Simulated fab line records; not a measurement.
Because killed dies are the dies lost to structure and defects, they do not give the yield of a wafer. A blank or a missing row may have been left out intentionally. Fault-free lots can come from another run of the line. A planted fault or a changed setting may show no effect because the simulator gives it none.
Comparing a struck lot with a sound one + flow n5 finfet + 19 out of 1938 route steps
Sound: the wafers L855.4, L855.5, L855.6. Struck: wafer L856.3 (left out: L856.1, L856.5 of the same lot, which were not struck); the cause appears at the end.
Each step with rows lists, per side, the tool, then ch with its chambers, then its first start. Under that, the readings that differ: sound wafers + struck wafers + difference of the means + sigmas: that difference in standard deviations of wafers without a fault.
alike: words and numbers the same on both sides, and readings whose means are apart by under 2 such deviations; not compared: readings that were withheld, readings missing a value for some wafer, numbers with overlapping values and no deviation given by the record, and bounds like >300 which may hide the same value.
Wherever a step has rows on one side only, a row that says differs or no value, or a row with sigmas, the two part there. When numbers do not overlap yet have no deviation, they are printed without sigmas and do not part them. A reading missing from all wafers of one side parts the sides only when that side holds two or more wafers.

first, 6 steps without rows for these wafers: N5_BEOL_M3_COAT_05 (resist thk 30 nm); N5_BEOL_M3_EBR_07; N5_BEOL_M3_SOFTBAKE_06 (time 60 s); N5_BEOL_M3_EXPOSE_08 (exposes mask M3); N5_BEOL_M3_PEB_09 (peb time 60 s); N5_BEOL_M3_DEVELOP_10 (develop time 30 s).
N5_BEOL_M3_CD_MEAS_11: the cd target is 17.05 nm.
  sound on cd sem-02 ch 0, day 11 09:52; struck on cd sem-03 ch 0, day 12 06:40
  alike: cd nm
N5_BEOL_M3_OVL_MEAS_12:
  sound on overlay-01 ch 0, day 11 09:54; struck on overlay-01 ch 0, day 12 06:41
  alike: M3_OVL
N5_BEOL_M3_INSPECT_13: inspects for defects (brightfield).
  sound on defect inspect-02, day 11 09:57; struck on defect inspect-02, day 12 06:44
  alike: raw defect count
N5_BEOL_M3_DESCUM_16: chemistry O2, time 7 s.
  sound on rie diel-04 ch 0,2,3, day 11 09:59; struck on rie diel-05 ch 2, day 12 06:47
| reading                | sound             | struck | difference | sigmas |
|------------------------|-------------------|--------|------------|--------|
| throttle valve pct (%) | 20.46 20.52 19.95 | 20.85  | +0.54      | +2     |
  alike: drypump motor current A, oes product au, rf vpp V, showerhead plenum p Torr
  not compared: rf hours counter h
N5_BEOL_M3_ETCH_74: etches underlayer in N2/H2, target depth 6.5 nm, time 5.2 s.
  sound on rie diel-04 ch 0,2,3, day 11 10:01; struck on rie diel-05 ch 2, day 12 06:49
| reading                | sound             | struck | difference | sigmas |
|------------------------|-------------------|--------|------------|--------|
| throttle valve pct (%) | 17.82 17.95 17.42 | 18.34  | +0.61      | +3     |
  alike: drypump motor current A, etch rf on time s, oes product au, rf vpp V, showerhead plenum p Torr
  not compared: rf hours counter h
N5_BEOL_M3_ETCH_63: etches SiARC in CF4, target depth 15.6 nm, time 26 s.
  sound on rie diel-04 ch 0,2,3, day 11 10:02; struck on rie diel-05 ch 2, day 12 06:50
| reading                | sound             | struck | difference | sigmas |
|------------------------|-------------------|--------|------------|--------|
| throttle valve pct (%) | 15.69 15.56 15.29 | 16.02  | +0.51      | +2     |
  alike: drypump motor current A, etch rf on time s, oes product au, rf vpp V, showerhead plenum p Torr
  not compared: rf hours counter h
N5_BEOL_M3_ETCH_64: etches SOC in N2/H2, target depth 75 nm, overetch 15 nm, time 112.5 s.
  sound on rie diel-04 ch 0,2,3, day 11 10:04; struck on rie diel-05 ch 2, day 12 06:52
| reading                                    | sound             | struck | difference | sigmas |
|--------------------------------------------|-------------------|--------|------------|--------|
| throttle valve pct (%)                     | 17.79 17.88 17.38 | 18.30  | +0.62      | +3     |
| model.SiARC_of_BEOL_M3_COAT_62.thk nm (nm) | 6.8 7 7           | 8.4    | +1.5       |        |
  alike: drypump motor current A, oes product au, rf vpp V, showerhead plenum p Torr
  not compared: rf hours counter h, model.BEOL_M3.cd offset nm
then, 2 steps without rows for these wafers: N5_BEOL_M3_STRIP_65 (strips in N2/H2); N5_BEOL_M3_STRIP_75 (strips in N2/H2).
N5_BEOL_M3_STRIP_66: strips in CF4.
  sound on rie diel-04 ch 0,2,3, day 11 10:11; struck on rie diel-05 ch 2, day 12 06:59
| reading                | sound             | struck | difference | sigmas |
|------------------------|-------------------|--------|------------|--------|
| throttle valve pct (%) | 13.70 13.57 13.29 | 14.02  | +0.50      | +2     |
  alike: drypump motor current A, oes product au, rf vpp V, showerhead plenum p Torr
  not compared: rf hours counter h
N5_BEOL_M3_HM_OPEN_17: chemistry Cl2/BCl3, target TiN, target depth 20 nm, overetch 6 nm.
  sound on rie metal-01 ch 0,1, day 11 10:16; struck on rie metal-01 ch 1, day 12 07:02
| reading                         | sound    | struck | difference | sigmas |
|---------------------------------|----------|--------|------------|--------|
| model.BEOL_M3.cd offset nm (nm) | 0 -0.2 0 | -0.4   | -0.3       |        |
  alike: drypump motor current A, oes product au, throttle valve pct
  not compared: rf hours counter h
N5_BEOL_M3_STRIP_19: strips in O2.
  sound on rie diel-04 ch 1,2,3, day 11 10:28; struck on rie diel-03 ch 3, day 12 07:08
  alike: drypump motor current A, oes product au, rf vpp V, showerhead plenum p Torr, throttle valve pct
  not compared: rf hours counter h
N5_BEOL_M4_RC_MEAS_101:
  sound on prober-01 ch 0, day 12 13:04; struck on prober-01 ch 0, day 13 04:24
  alike: DIBL_N, DIBL_P, IOFF_N, IOFF_P, ION_N, ION_P, SS_N, SS_P, VT_N, VT_P

WHERE THEY PART
At N5_BEOL_M3_DESCUM_16 first; at N5_BEOL_M3_STRIP_66 last (within this record only). Later steps at which nothing parts them and some readings are alike: N5_BEOL_M3_HM_OPEN_17, N5_BEOL_M3_STRIP_19, N5_BEOL_M4_RC_MEAS_101.

WHY: the cause the simulator had injected
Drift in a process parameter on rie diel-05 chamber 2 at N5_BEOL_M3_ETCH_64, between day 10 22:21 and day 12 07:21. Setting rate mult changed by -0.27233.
